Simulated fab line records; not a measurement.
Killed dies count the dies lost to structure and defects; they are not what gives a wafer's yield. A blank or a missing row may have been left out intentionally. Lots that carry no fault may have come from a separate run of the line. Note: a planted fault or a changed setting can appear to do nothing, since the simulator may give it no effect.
fab line records / flow n5_finfet
record: lots: 4 wafers: 12 last_day: 16
route steps=1938 shown BEOL_M0_SAQP@662 BEOL_M0_CUTY@701 BEOL_M4@1111 PASSIVATION@1936
lots untouched by any fault: they come from a run of this same line in which no faults occurred
start_h: the number of hours between the record's first day and the start of the first shown wafer of the lot / wait_h: how many hours have passed since the lot's step before this one / " as in the row above / L1.1+2: a single row standing in for several wafers / - no value, or no start was given / * or withheld: withheld / < > ~ a bound
route shown NAME@n: a module of which the file shows steps, and the number in the route of the first / usual: mean/standard deviation taken from wafers without a fault / same: alike in all rows / chamber/n: place in a boat / sites: the reading at each site / _std_site: the values' standard deviation / _edge_site: mean of outer sites minus mean of inner sites / radius_mm: how far each site lies from the wafer's centre / mask NAME#n: copy n / behind: the tool/chamber that last shaped the wafer / hold: why the lot went on hold/how many hours it stayed there/how the hold came to an end / device: the transistor (n, p or np) that didn't switch / end of line: the same wafers' tests at the end of the route / a step with no rows: only its recipe / killed: count of dies lost to structure and defects at first sort (not the wafer's yield) / map: a wafer's dies, x killed, . not, _ none there
set.NAME: the setting that was run; set.NAME@STEP: the one run at that earlier step / model.NAME: the simulator's own value behind a step, which no gauge read
lots at some steps of the route; a table a step, a row a wafer
services: from which hour (start_h, from the record's first day; less than 0 if before it) a tool's chamber was out of use, for how many hours, and why
== steps ==
step: N5_BEOL_M0_SAQP_RECESS_114
recipe: chemistry: HF/NH3 target: SiO2 target_depth_a: 144 afs_cycles: 3 temp_c: 30 sublimation_temp_c: 180 sublimation_time_s: 60
step: N5_BEOL_M0_SAQP_SPACER1_ALD_98
recipe: material: SiO2 target_thk_a: 128 temp_c: 300 ald_precursor_family: BDEAS ald_co_reactant: O2-plasma pulse_time_s: 1 purge_time_s: 2 co_reactant_purge_time_s: 2 ald_cycles: 138 pressure_torr: 2
step: N5_BEOL_M0_SAQP_SPACER1_ETCHBACK_99
recipe: chemistry: CHF3/O2 mode: anisotropic_etchback target: SiO2 target_depth_a: 154 time_s: 7.7 pressure_mtorr: 30 source_w: 650 bias_w: 170 Ar_flow_sccm: 200 CHF3_flow_sccm: 50 O2_flow_sccm: 5 ion_energy_ev: 200
step: N5_BEOL_M0_SAQP_MANDREL1_REMOVE_100
recipe: chemistry: HBr/Cl2/O2 bt_time_s: 10 target: a-Si stop_on: SiNx endpoint: OES-SiCl over_etch_frac: 0.85 icp_w: 600 bias_w: 30 HBr_flow_sccm: 150 Cl2_flow_sccm: 80 O2_flow_sccm: 5 pressure_mtorr: 10
step: N5_BEOL_M0_SAQP_ETCH_101
recipe: chemistry: CH3F/O2 target: SiNx mask_material: SiO2 target_depth_a: 299 time_s: 42.7 pressure_mtorr: 30 source_w: 395 bias_w: 73 Ar_flow_sccm: 150 CH3F_flow_sccm: 30 O2_flow_sccm: 20 ion_energy_ev: 120
step: N5_BEOL_M0_SAQP_ETCH_102
recipe: chemistry: CF4 target: SiO2 target_depth_a: 40 ion_energy_ev: 350 time_s: 4.4 pressure_mtorr: 10 icp_w: 800 bias_w: 400 cf4_flow_sccm: 80
step: N5_BEOL_M0_SAQP_MANDREL_ETCH_103
recipe: chemistry: HBr/Cl2 target: a-Si target_depth_a: 450 bt_time_s: 10 stop_on: SiCN mask_material: SiO2 over_etch_frac: 0.8 time_s: 27 pressure_mtorr: 10 icp_w: 800 bias_w: 75 HBr_flow_sccm: 150 Cl2_flow_sccm: 80 ends: end_point
step: N5_BEOL_M0_SAQP_RECESS_104
recipe: chemistry: HF/NH3 target: SiO2 target_depth_a: 180 afs_cycles: 3 temp_c: 30 sublimation_temp_c: 180 sublimation_time_s: 60
step: N5_BEOL_M0_SAQP_COAT_105
recipe: resist: SOC temp_c: 250 time_s: 60 spin_rpm: 1500 resist_thk_nm: 100
step: N5_BEOL_M0_SAQP_ETCH_106
recipe: chemistry: N2/H2 target: SOC target_depth_a: 1500 stop_on: SiNx ion_energy_ev: 100 bias_w: 61 pressure_mtorr: 30 source_w: 850 n2_flow_sccm: 200 h2_flow_sccm: 200
step: N5_BEOL_M0_SAQP_ETCH_107
recipe: chemistry: CH3F/O2 target: SiNx target_depth_a: 300 mask_material: SOC pressure_mtorr: 30 source_w: 395 bias_w: 73 Ar_flow_sccm: 150 CH3F_flow_sccm: 30 O2_flow_sccm: 20 ion_energy_ev: 120
step: N5_BEOL_M0_SAQP_STRIP_108
recipe: chemistry: N2/H2 power_w: 500 temp_c: 40 pressure_mtorr: 50 rf_frequency_hz: 6e+07 overash_fraction: 0.3 bias_power_w: 28 h2_frac: 0.5 n2_flow_sccm: 300 h2_flow_sccm: 300
usual: drypump_motor_current_A: 5.9/0.59 oes_product_au: 0.81/0.077 rf_vpp_V: 121.8/0.95 showerhead_plenum_p_Torr: 3.35/0.1 throttle_valve_pct: 18.9/0.35
lot.wafer=L710.2 tool=rie_diel-01 chamber=2 start_h=151.17 wait_h=0.0 drypump_motor_current_A=6.8 oes_product_au=0.81 rf_hours_counter_h=117 rf_vpp_V=122.0 showerhead_plenum_p_Torr=3.27 throttle_valve_pct=19.0
lot.wafer=L710.3 tool=rie_diel-01 chamber=1 start_h=151.17 wait_h=0.0 drypump_motor_current_A=6.4 oes_product_au=0.90 rf_hours_counter_h=34 rf_vpp_V=122.7 showerhead_plenum_p_Torr=3.40 throttle_valve_pct=18.8
lot.wafer=L710.6 tool=rie_diel-01 chamber=1 start_h=151.17 wait_h=0.0 drypump_motor_current_A=6.4 oes_product_au=0.90 rf_hours_counter_h=- rf_vpp_V=121.6 showerhead_plenum_p_Torr=3.40 throttle_valve_pct=18.8
lot.wafer=L716.2 tool=rie_diel-01 chamber=2 start_h=194.25 wait_h=0.0 drypump_motor_current_A=6.8 oes_product_au=0.79 rf_hours_counter_h=130 rf_vpp_V=121.1 showerhead_plenum_p_Torr=3.27 throttle_valve_pct=19.0
lot.wafer=L716.3 tool=rie_diel-01 chamber=1 start_h=194.25 wait_h=0.0 drypump_motor_current_A=6.4 oes_product_au=0.88 rf_hours_counter_h=47 rf_vpp_V=120.7 showerhead_plenum_p_Torr=3.40 throttle_valve_pct=18.9
lot.wafer=L716.4 tool=rie_diel-01 chamber=3 start_h=194.25 wait_h=0.0 drypump_motor_current_A=6.3 oes_product_au=0.73 rf_hours_counter_h=184 rf_vpp_V=120.7 showerhead_plenum_p_Torr=3.31 throttle_valve_pct=18.2
lot.wafer=L717.1 tool=rie_diel-01 chamber=3 start_h=196.50 wait_h=0.0 drypump_motor_current_A=6.3 oes_product_au=0.73 rf_hours_counter_h=184 rf_vpp_V=122.4 showerhead_plenum_p_Torr=3.31 throttle_valve_pct=18.2
lot.wafer=L717.2 tool=rie_diel-01 chamber=0 start_h=196.50 wait_h=0.0 drypump_motor_current_A=5.1 oes_product_au=0.89 rf_hours_counter_h=41 rf_vpp_V=120.7 showerhead_plenum_p_Torr=3.28 throttle_valve_pct=19.0
lot.wafer=L717.3 tool=rie_diel-01 chamber=1 start_h=196.50 wait_h=0.0 drypump_motor_current_A=6.4 oes_product_au=0.89 rf_hours_counter_h=48 rf_vpp_V=122.8 showerhead_plenum_p_Torr=3.39 throttle_valve_pct=18.9
lot.wafer=L721.1 tool=rie_diel-02 chamber=0 start_h=216.59 wait_h=0.0 drypump_motor_current_A=5.6 oes_product_au=0.93 rf_hours_counter_h=8 rf_vpp_V=121.7 showerhead_plenum_p_Torr=3.47 throttle_valve_pct=19.2
lot.wafer=L721.3 tool=rie_diel-02 chamber=1 start_h=216.59 wait_h=0.0 drypump_motor_current_A=5.4 oes_product_au=0.75 rf_hours_counter_h=173 rf_vpp_V=121.3 showerhead_plenum_p_Torr=3.35 throttle_valve_pct=18.8
lot.wafer=L721.6 tool=rie_diel-02 chamber=2 start_h=216.59 wait_h=0.0 drypump_motor_current_A=6.2 oes_product_au=0.88 rf_hours_counter_h=- rf_vpp_V=123.0 showerhead_plenum_p_Torr=3.54 throttle_valve_pct=18.6
step: N5_BEOL_M0_SAQP_RECESS_109
recipe: chemistry: HF/NH3 target: SiO2 target_depth_a: 30 afs_cycles: 1 temp_c: 30 sublimation_temp_c: 180 sublimation_time_s: 60
step: N5_BEOL_M0_SAQP_SPACER2_ALD_26
recipe: material: SiO2 target_thk_a: 150 temp_c: 300 ald_precursor_family: BDEAS ald_co_reactant: O2-plasma pulse_time_s: 1 purge_time_s: 2 co_reactant_purge_time_s: 2 pressure_torr: 2
step: N5_BEOL_M0_SAQP_SPACER2_ETCHBACK_27
recipe: chemistry: CHF3/O2 mode: anisotropic_etchback target: SiO2 target_depth_a: 225 time_s: 11.25 pressure_mtorr: 30 source_w: 650 bias_w: 170 Ar_flow_sccm: 200 CHF3_flow_sccm: 50 O2_flow_sccm: 5 ion_energy_ev: 200
step: N5_BEOL_M0_SAQP_MANDREL2_REMOVE_110
recipe: chemistry: HBr/Cl2/O2 bt_time_s: 10 target: a-Si stop_on: SiCN endpoint: OES-SiCl over_etch_frac: 1 icp_w: 600 bias_w: 30 HBr_flow_sccm: 150 Cl2_flow_sccm: 80 O2_flow_sccm: 5 pressure_mtorr: 10
step: N5_BEOL_M0_SAQP_COAT_69
recipe: resist: SOC temp_c: 250 time_s: 60 spin_rpm: 1500 resist_thk_nm: 90
step: N5_BEOL_M0_SAQP_COAT_72
recipe: resist: SiARC temp_c: 220 time_s: 60 spin_rpm: 1500 resist_thk_nm: 15
step: N5_BEOL_M0_SAQP_COAT_87
recipe: resist: underlayer temp_c: 205 time_s: 60 spin_rpm: 1500 resist_thk_nm: 5
step: N5_BEOL_M0_SAQP_COAT_34
recipe: resist: CAR-EUV spin_rpm: 1500 resist_thk_nm: 30
step: N5_BEOL_M0_SAQP_EBR_36
recipe: solvent: PGMEA ebr_width_mm: 1.5
step: N5_BEOL_M0_SAQP_SOFTBAKE_35
recipe: temp_c: 110 time_s: 60 resist: CAR-EUV
step: N5_BEOL_M0_SAQP_EXPOSE_37
recipe: mask_id: M0_CUT1 na: 0.33 source_shape: annular sigma_inner: 0.35 sigma_outer: 0.8 polarization: unpolarized target_cd_nm: 30 dose_mj: 44.75
step: N5_BEOL_M0_SAQP_PEB_38
recipe: peb_temp_c: 100 peb_time_s: 60 resist: CAR-EUV
step: N5_BEOL_M0_SAQP_DEVELOP_39
recipe: develop_time_s: 30 developer: TMAH resist: CAR-EUV rinse_liquid: surfactant_rinse dry: air_spin dev_temp_c: 23
step: N5_BEOL_M0_SAQP_INSPECT_42
recipe: mode: adi inspect_instrument: brightfield
usual: raw_defect_count: 291/80
lot.wafer=L710.2 tool=defect_inspect-01 chamber=- start_h=153.00 wait_h=0.0 raw_defect_count=232
lot.wafer=L710.3 tool=defect_inspect-01 chamber=- start_h=153.00 wait_h=0.0 raw_defect_count=262
lot.wafer=L710.6 tool=defect_inspect-01 chamber=- start_h=153.00 wait_h=0.0 raw_defect_count=237
lot.wafer=L716.2 tool=defect_inspect-01 chamber=- start_h=195.60 wait_h=0.0 raw_defect_count=1220
lot.wafer=L716.3 tool=defect_inspect-01 chamber=- start_h=195.60 wait_h=0.0 raw_defect_count=1078
lot.wafer=L716.4 tool=defect_inspect-01 chamber=- start_h=195.60 wait_h=0.0 raw_defect_count=1102
lot.wafer=L717.1 tool=defect_inspect-01 chamber=- start_h=199.08 wait_h=0.1 raw_defect_count=1168
lot.wafer=L717.2 tool=defect_inspect-01 chamber=- start_h=199.08 wait_h=0.1 raw_defect_count=1285
lot.wafer=L717.3 tool=defect_inspect-01 chamber=- start_h=199.08 wait_h=0.1 raw_defect_count=1137
lot.wafer=L721.1 tool=defect_inspect-01 chamber=- start_h=217.96 wait_h=0.1 raw_defect_count=273
lot.wafer=L721.3 tool=defect_inspect-01 chamber=- start_h=217.96 wait_h=0.1 raw_defect_count=268
lot.wafer=L721.6 tool=defect_inspect-01 chamber=- start_h=217.96 wait_h=0.1 raw_defect_count=234
step: N5_BEOL_M0_SAQP_DESCUM_45
recipe: chemistry: O2 time_s: 7 source_power_w: 50 bias_power_w: 20 pressure_mtorr: 20 rf_frequency_hz: 2.712e+07 temp_c: 40 resist: CAR-EUV o2_flow_sccm: 225
step: N5_BEOL_M0_SAQP_ETCH_88
recipe: chemistry: N2/H2 target: underlayer target_depth_a: 65 time_s: 5.2 ion_energy_ev: 200 mask_material: CAR-EUV pressure_mtorr: 30 source_w: 840 bias_w: 150 n2_flow_sccm: 200 h2_flow_sccm: 200 ends: cleared
step: N5_BEOL_M0_SAQP_ETCH_73
recipe: chemistry: CF4 target: SiARC target_depth_a: 195 mask_material: CAR-EUV time_s: 32.5 ion_energy_ev: 80 pressure_mtorr: 40 source_w: 545 bias_w: 36 Ar_flow_sccm: 100 cf4_flow_sccm: 100 ends: cleared
step: N5_BEOL_M0_SAQP_CUT_ETCH_46
recipe: chemistry: N2/H2 target: SOC target_depth_a: 1350 overetch_a: 270 temp_c: 40 time_s: 202.5 ion_energy_ev: 200 mask_material: SiARC pressure_mtorr: 30 source_w: 840 bias_w: 150 n2_flow_sccm: 200 h2_flow_sccm: 200
step: N5_BEOL_M0_SAQP_STRIP_74
recipe: chemistry: N2/H2 temp_c: 40 n2_flow_sccm: 200 h2_flow_sccm: 200 rf_frequency_hz: 6e+07
step: N5_BEOL_M0_SAQP_STRIP_89
recipe: chemistry: N2/H2 temp_c: 40 n2_flow_sccm: 200 h2_flow_sccm: 200 rf_frequency_hz: 6e+07
step: N5_BEOL_M0_SAQP_ALD_48
recipe: material: SiO2 target_thk_a: 200 temp_c: 100 ald_precursor_family: BDEAS ald_co_reactant: O2-plasma pulse_time_s: 1 co_reactant_pulse_time_s: 1 purge_time_s: 2 co_reactant_purge_time_s: 2 ald_cycles: 139 pressure_torr: 2
step: N5_BEOL_M0_SAQP_ETCH_49
recipe: chemistry: CF4/O2 target_depth_a: 370 target: SiO2 pressure_mtorr: 40 source_w: 535 bias_w: 49 Ar_flow_sccm: 100 cf4_flow_sccm: 100 O2_flow_sccm: 10 ion_energy_ev: 100
step: N5_BEOL_M0_SAQP_STRIP_75
recipe: chemistry: CF4 resist: SiARC power_w: 300 bias_power_w: 75 pressure_mtorr: 50 cf4_flow_sccm: 150 rf_frequency_hz: 6e+07
step: N5_BEOL_M0_CUTY_COAT_50
recipe: resist: SiARC temp_c: 220 time_s: 60 spin_rpm: 1500 resist_thk_nm: 15
step: N5_BEOL_M0_CUTY_COAT_51
recipe: resist: CAR-ArF-block spin_rpm: 1500 resist_thk_nm: 150
step: N5_BEOL_M0_CUTY_EBR_52
recipe: solvent: PGMEA ebr_width_mm: 1.5
step: N5_BEOL_M0_CUTY_INSPECT_59
recipe: mode: adi inspect_instrument: macro
usual: raw_defect_count: 2.0/1.5
lot.wafer=L710.2 tool=defect_inspect-02 chamber=- start_h=154.40 wait_h=0.0 raw_defect_count=1
lot.wafer=L710.3 tool=defect_inspect-02 chamber=- start_h=154.40 wait_h=0.0 raw_defect_count=2
lot.wafer=L710.6 tool=defect_inspect-02 chamber=- start_h=154.40 wait_h=0.0 raw_defect_count=0
lot.wafer=L716.2 tool=defect_inspect-02 chamber=- start_h=198.06 wait_h=0.0 raw_defect_count=>300
lot.wafer=L716.3 tool=defect_inspect-02 chamber=- start_h=198.06 wait_h=0.0 raw_defect_count=>300
lot.wafer=L716.4 tool=defect_inspect-02 chamber=- start_h=198.06 wait_h=0.0 raw_defect_count=>300
lot.wafer=L717.1 tool=defect_inspect-01 chamber=- start_h=200.47 wait_h=0.0 raw_defect_count=>300
lot.wafer=L717.2 tool=defect_inspect-01 chamber=- start_h=200.47 wait_h=0.0 raw_defect_count=>300
lot.wafer=L717.3 tool=defect_inspect-01 chamber=- start_h=200.47 wait_h=0.0 raw_defect_count=>300
lot.wafer=L721.1 tool=defect_inspect-02 chamber=- start_h=219.46 wait_h=0.0 raw_defect_count=4
lot.wafer=L721.3 tool=defect_inspect-02 chamber=- start_h=219.46 wait_h=0.0 raw_defect_count=1
lot.wafer=L721.6 tool=defect_inspect-02 chamber=- start_h=219.46 wait_h=0.0 raw_defect_count=2
step: N5_BEOL_M4_RC_MEAS_101
usual: DIBL_N: 36.9/2.1 DIBL_P: 37.1/2.5 IOFF_N: 0.17/0.039 IOFF_P: 0.23/0.043 ION_N: 673/15 ION_P: 462/9.1 SS_N: 71.8/0.69 SS_P: 73.6/0.74 VT_N: 250/3.6 VT_P: -249.7/2.9
lot.wafer=L710.2 tool=prober-02 chamber=0 start_h=205.53 wait_h=0.2 DIBL_N[mV/V]=39.2 DIBL_P[mV/V]=38.0 IOFF_N[nA/um]=0.18 IOFF_P[nA/um]=0.25 ION_N[uA/um]=682 ION_P[uA/um]=468 SS_N[mV/dec]=72.1 SS_P[mV/dec]=74.3 VT_N[mV]=248 VT_P[mV]=-247.4
lot.wafer=L710.3 tool=prober-02 chamber=0 start_h=205.53 wait_h=0.2 DIBL_N[mV/V]=39.5 DIBL_P[mV/V]=38.7 IOFF_N[nA/um]=0.19 IOFF_P[nA/um]=0.27 ION_N[uA/um]=658 ION_P[uA/um]=455 SS_N[mV/dec]=72.3 SS_P[mV/dec]=73.8 VT_N[mV]=249 VT_P[mV]=-248.0
lot.wafer=L710.6 tool=prober-02 chamber=0 start_h=205.53 wait_h=0.2 DIBL_N[mV/V]=38.4 DIBL_P[mV/V]=36.9 IOFF_N[nA/um]=0.16 IOFF_P[nA/um]=0.23 ION_N[uA/um]=674 ION_P[uA/um]=465 SS_N[mV/dec]=71.6 SS_P[mV/dec]=73.3 VT_N[mV]=249 VT_P[mV]=-250.0
lot.wafer=L716.2 tool=prober-01 chamber=0 start_h=251.01 wait_h=0.2 DIBL_N[mV/V]=37.1 DIBL_P[mV/V]=36.0 IOFF_N[nA/um]=0.14 IOFF_P[nA/um]=0.19 ION_N[uA/um]=666 ION_P[uA/um]=459 SS_N[mV/dec]=71.9 SS_P[mV/dec]=73.2 VT_N[mV]=257 VT_P[mV]=-253.7
lot.wafer=L716.3 tool=prober-01 chamber=0 start_h=251.01 wait_h=0.2 DIBL_N[mV/V]=38.0 DIBL_P[mV/V]=38.7 IOFF_N[nA/um]=0.16 IOFF_P[nA/um]=0.25 ION_N[uA/um]=665 ION_P[uA/um]=465 SS_N[mV/dec]=72.0 SS_P[mV/dec]=74.2 VT_N[mV]=252 VT_P[mV]=-249.0
lot.wafer=L716.4 tool=prober-01 chamber=0 start_h=251.01 wait_h=0.2 DIBL_N[mV/V]=36.7 DIBL_P[mV/V]=35.0 IOFF_N[nA/um]=0.14 IOFF_P[nA/um]=0.18 ION_N[uA/um]=677 ION_P[uA/um]=461 SS_N[mV/dec]=71.5 SS_P[mV/dec]=72.9 VT_N[mV]=252 VT_P[mV]=-251.7
lot.wafer=L717.1 tool=prober-01 chamber=0 start_h=257.49 wait_h=0.0 DIBL_N[mV/V]=37.7 DIBL_P[mV/V]=38.6 IOFF_N[nA/um]=0.18 IOFF_P[nA/um]=0.25 ION_N[uA/um]=681 ION_P[uA/um]=471 SS_N[mV/dec]=71.3 SS_P[mV/dec]=73.1 VT_N[mV]=248 VT_P[mV]=-247.8
lot.wafer=L717.2 tool=prober-01 chamber=0 start_h=257.49 wait_h=0.0 DIBL_N[mV/V]=39.9 DIBL_P[mV/V]=40.1 IOFF_N[nA/um]=0.20 IOFF_P[nA/um]=0.27 ION_N[uA/um]=669 ION_P[uA/um]=458 SS_N[mV/dec]=72.0 SS_P[mV/dec]=74.2 VT_N[mV]=249 VT_P[mV]=-248.6
lot.wafer=L717.3 tool=prober-01 chamber=0 start_h=257.49 wait_h=0.0 DIBL_N[mV/V]=35.8 DIBL_P[mV/V]=35.0 IOFF_N[nA/um]=0.14 IOFF_P[nA/um]=0.19 ION_N[uA/um]=671 ION_P[uA/um]=467 SS_N[mV/dec]=70.7 SS_P[mV/dec]=73.1 VT_N[mV]=253 VT_P[mV]=-252.3
lot.wafer=L721.1 tool=prober-01 chamber=0 start_h=279.40 wait_h=0.0 DIBL_N[mV/V]=34.8 DIBL_P[mV/V]=34.5 IOFF_N[nA/um]=0.13 IOFF_P[nA/um]=0.16 ION_N[uA/um]=670 ION_P[uA/um]=456 SS_N[mV/dec]=71.0 SS_P[mV/dec]=72.6 VT_N[mV]=255 VT_P[mV]=-254.5
lot.wafer=L721.3 tool=prober-01 chamber=0 start_h=279.40 wait_h=0.0 DIBL_N[mV/V]=34.7 DIBL_P[mV/V]=35.2 IOFF_N[nA/um]=0.12 IOFF_P[nA/um]=0.17 ION_N[uA/um]=648 ION_P[uA/um]=450 SS_N[mV/dec]=71.9 SS_P[mV/dec]=73.1 VT_N[mV]=256 VT_P[mV]=-254.4
lot.wafer=L721.6 tool=prober-01 chamber=0 start_h=279.40 wait_h=0.0 DIBL_N[mV/V]=35.3 DIBL_P[mV/V]=34.9 IOFF_N[nA/um]=0.13 IOFF_P[nA/um]=0.16 ION_N[uA/um]=640 ION_P[uA/um]=442 SS_N[mV/dec]=71.6 SS_P[mV/dec]=72.8 VT_N[mV]=256 VT_P[mV]=-255.4
step: N5_PASSIVATION_PROBE_49
usual: defect_limited_yield: 91.3/1.4 killed_at_M0_to_M3: 32/9.5 killed_at_M4_up: 14/5.2 killed_at_contacts: 13/5.7 killed_at_front_end: 41/12 killed_at_other: 3.5/2.6 killed_dies: 103/17 killed_on_rim: 14/4 killed_open: 68/14 killed_short: 32/7 sort_bin_5_function: 5.0/0.91 sort_bin_6_memory: 3.3/0.7 sort_bin_8_speed: 0.03/0.22 sort_n_pass: 1076/17 sort_yield_pct: 91.2/1.4
same: gross_dies: 1180 killed_at_back_side: 0 sort_bin_4_leakage[%]: 0
lot.wafer=L716.2 tool=prober-01 chamber=- start_h=355.56 wait_h=0.1 defect_limited_yield[%]=81.3 killed_at_M0_to_M3=166 killed_at_M4_up=8 killed_at_contacts=13 killed_at_front_end=33 killed_at_other=1 killed_dies=221 killed_on_rim=26 killed_open=58 killed_short=35 sort_bin_5_function[%]=11.9 sort_bin_6_memory[%]=3.5 sort_bin_8_speed[%]=0 sort_n_pass=959 sort_yield_pct[%]=81.3
lot.wafer=L716.3 tool=prober-01 chamber=- start_h=355.61 wait_h=0.1 defect_limited_yield[%]=80.2 killed_at_M0_to_M3=177 killed_at_M4_up=9 killed_at_contacts=9 killed_at_front_end=34 killed_at_other=5 killed_dies=234 killed_on_rim=16 killed_open=57 killed_short=28 sort_bin_5_function[%]=12.0 sort_bin_6_memory[%]=4.4 sort_bin_8_speed[%]=0 sort_n_pass=946 sort_yield_pct[%]=80.2
lot.wafer=L716.4 tool=prober-01 chamber=- start_h=355.66 wait_h=0.2 defect_limited_yield[%]=80.1 killed_at_M0_to_M3=176 killed_at_M4_up=11 killed_at_contacts=8 killed_at_front_end=39 killed_at_other=1 killed_dies=235 killed_on_rim=27 killed_open=60 killed_short=37 sort_bin_5_function[%]=12.4 sort_bin_6_memory[%]=3.8 sort_bin_8_speed[%]=0 sort_n_pass=945 sort_yield_pct[%]=80.1
lot.wafer=L717.1 tool=prober-02 chamber=- start_h=359.24 wait_h=0.0 defect_limited_yield[%]=80.4 killed_at_M0_to_M3=164 killed_at_M4_up=9 killed_at_contacts=16 killed_at_front_end=37 killed_at_other=5 killed_dies=231 killed_on_rim=28 killed_open=69 killed_short=30 sort_bin_5_function[%]=12.1 sort_bin_6_memory[%]=3.6 sort_bin_8_speed[%]=0 sort_n_pass=949 sort_yield_pct[%]=80.4
lot.wafer=L717.2 tool=prober-02 chamber=- start_h=359.29 wait_h=0.1 defect_limited_yield[%]=87.3 killed_at_M0_to_M3=95 killed_at_M4_up=6 killed_at_contacts=5 killed_at_front_end=42 killed_at_other=2 killed_dies=150 killed_on_rim=39 killed_open=59 killed_short=33 sort_bin_5_function[%]=6.5 sort_bin_6_memory[%]=4.1 sort_bin_8_speed[%]=0 sort_n_pass=1030 sort_yield_pct[%]=87.3
lot.wafer=L717.3 tool=prober-02 chamber=- start_h=359.34 wait_h=0.1 defect_limited_yield[%]=82.5 killed_at_M0_to_M3=164 killed_at_M4_up=8 killed_at_contacts=5 killed_at_front_end=25 killed_at_other=5 killed_dies=207 killed_on_rim=18 killed_open=43 killed_short=27 sort_bin_5_function[%]=9.5 sort_bin_6_memory[%]=3.7 sort_bin_8_speed[%]=0 sort_n_pass=973 sort_yield_pct[%]=82.5
killed by level:class
L716.2 BEOL_M0_SAQP:unspecified=128 MOL_CONTACT_COAG:geometric_particle:open=8 STI_FIN_REVEAL:geometric_particle:open=8 BEOL_M3:geometric_particle:open=8 BEOL_M2:geometric_particle:open=8 FIN_SAQP:geometric_particle:open=6 FIN_SAQP:geometric_particle:short=6 GATE_CUT:geometric_particle:short=6
L716.3 BEOL_M0_SAQP:unspecified=148 STI_FIN_REVEAL:geometric_particle:open=9 MOL_CONTACT_COAG:geometric_particle:open=8 FIN_SAQP:geometric_particle:short=7 BEOL_M2:geometric_particle:open=7 FIN_SAQP:geometric_particle:open=6 BEOL_M3:geometric_particle:open=6 BEOL_M1:geometric_particle:open=5
L716.4 BEOL_M0_SAQP:unspecified=136 FIN_SAQP:geometric_particle:open=10 BEOL_M1:geometric_particle:open=10 BEOL_M2:geometric_particle:open=10 FIN_SAQP:geometric_particle:short=6 BEOL_M3:geometric_particle:open=6 ILD0:geometric_particle:short=5 GATE_CUT:geometric_particle:short=4
L717.1 BEOL_M0_SAQP:unspecified=131 MOL_CONTACT_COAG:geometric_particle:open=15 BEOL_M0_SAQP:geometric_particle:open=14 FIN_SAQP:geometric_particle:open=11 BEOL_M0_SAQP:geometric_particle:short=11 BEOL_M4:geometric_particle:open=7 GATE_CUT:geometric_particle:short=6 STI_FIN_REVEAL:geometric_particle:open=5
L717.2 BEOL_M0_SAQP:unspecified=58 BEOL_M0_SAQP:geometric_particle:short=14 FIN_SAQP:geometric_particle:open=9 BEOL_M0_SAQP:geometric_particle:open=8 FIN_SAQP:geometric_particle:short=7 STI_FIN_REVEAL:geometric_particle:open=7 BEOL_M0:geometric_particle:open=6 GATE_CUT:geometric_particle:short=4
L717.3 BEOL_M0_SAQP:unspecified=137 BEOL_M0_SAQP:geometric_particle:short=10 BEOL_M0_SAQP:geometric_particle:open=10 FIN_SAQP:geometric_particle:open=6 GATE_CUT:geometric_particle:short=6 BEOL_M4:geometric_particle:open=5 MOL_CONTACT_COAG:geometric_particle:open=4 STARTING-WAFER:geometric_particle:open=4
map L716.4 (x killed, . not)
_________________x...........________________
______________.......x.........._____________
___________...x.x..................__________
__________.....................x.x.._________
________.............x.....x....x.xxxx_______
_______............x...........xxxxxxxx______
______x.x.x.................x.xxxxxxxxxx_____
_____........................xxxxxxxxxxxx____
____..........x....x.......x.xxxxxxxxxxxxx___
___x.........x.............xxxxxxxxxxxxxxxx__
___.x...x.........x........xxxxxxxxxxxxxxx.__
__...x....................x.xxxxxxxxxxxxxxx._
__.x................x..x.x.x.xxxxxxxxxxxxx.x_
_.....x......................xxxxxxxxxxx.xx..
_.........x......x.....x.....x..xxxxxx.......
_.............x...........x..xx.xxxxxx.......
_.x........................x......x.........x
_.....................x.x.....x.....x........
_.......................x...........x........
_....x.......x........x..........x...........
_............x......x.......x......x.........
__................x.x....x...x.............._
__.....x....x...x............x..........x..._
___.................x........x.......x.....__
___................x..............x........__
____x.x...........x.xxx........x..........___
_____.....x...x...x.....x................____
______..........x.....................x._____
_______......x...xx...........x..x...x.______
________...x......x............x....x._______
__________..........x...x..x........_________
___________.........x........x.....__________
______________.....xx.........x._____________
_________________.x.......x..________________
map L717.1 (x killed, . not)
_________________....x.......________________
______________x...........x...x._____________
___________........................__________
__________.......x..............x..x_________
________x..........x...........xx.xxxx_______
_______.......................xxxxxxxx.______
______...x...........x......xxxxxxxxxxxx_____
_____..........x.x....x.....xxxxxxxxxxxxx____
____......x.........xxx.....xxxxxxxxxxxxxx___
___.x............xx.xx......xxxxxxxxxxxxxxx__
___.x..........x..........x..xxxxxxxxxxxxxx__
__.........x....x.......x.....xxxxxxxxxxx..._
__..x.......................x.xxxxxxxxxxx..._
_.x................x.........xxxxxxxxxxxxx...
_....x..............x.....xxx..xxxxx.x.x..x..
_..............xx............xx..x.xx.x.x....
_..x........x...........x...x...x.....xx.....
_......x....................x.xx............x
_..............x.............................
_.................x.x...x.....x..x......x....
_............x...x...x.x..x.......x..........
__............x......x.x..x................x_
__x.....x..................................._
___............................x...........__
___.x.......x....x....xx....x..............__
____........x..........................x..___
_____x........x......x...................____
______.................x......x........._____
_______x....x.............x...xxx..x...______
________...................xx........._______
__________.........................._________
___________......x.....x...........__________
______________..x..............._____________
_________________......x.....________________
== services ==
tool=rie_diel-02 chamber=1 start_h=156.55 hours=15.9 kind=repair
tool=rie_diel-01 chamber=3 start_h=165.35 hours=3.0 kind=repair
tool=rie_diel-02 chamber=0 start_h=172.64 hours=- kind=clean
tool=rie_diel-02 chamber=0 start_h=172.64 hours=- kind=consumable_replace:focus_ring
tool=rie_diel-02 chamber=0 start_h=172.64 hours=14.3 kind=scheduled_down
tool=rie_diel-02 chamber=0 start_h=172.64 hours=14.3 kind=vent_cycle
== key ==
first_sign: step: N5_BEOL_M0_SAQP_INSPECT_42 reading: raw_defect_count direction: up sigmas: 11 usual: 291 struck: 1165
effect: step: N5_BEOL_M0_CUTY_INSPECT_59 reading: raw_defect_count direction: up sigmas: 99+ usual: 2.0 struck: >300
effect: step: N5_PASSIVATION_PROBE_49 reading: killed_at_M0_to_M3 direction: up sigmas: 13 usual: 32 struck: 157
more_kills_born_at: N5_BEOL_M0_SAQP_STRIP_108@rie_diel-01: 738
met_at N5_BEOL_M0_SAQP_STRIP_108
struck_wafers L716.2,L716.3,L716.4,L717.1,L717.2,L717.3
onset_between 151.17 194.25
fault: kind: chamber_particle_source tool: rie_diel-01 chamber: - onset_h: 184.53 steps: N5_BEOL_M0_SAQP_STRIP_108 rate_per_visit_cm2: 1.5176 end_h: 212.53
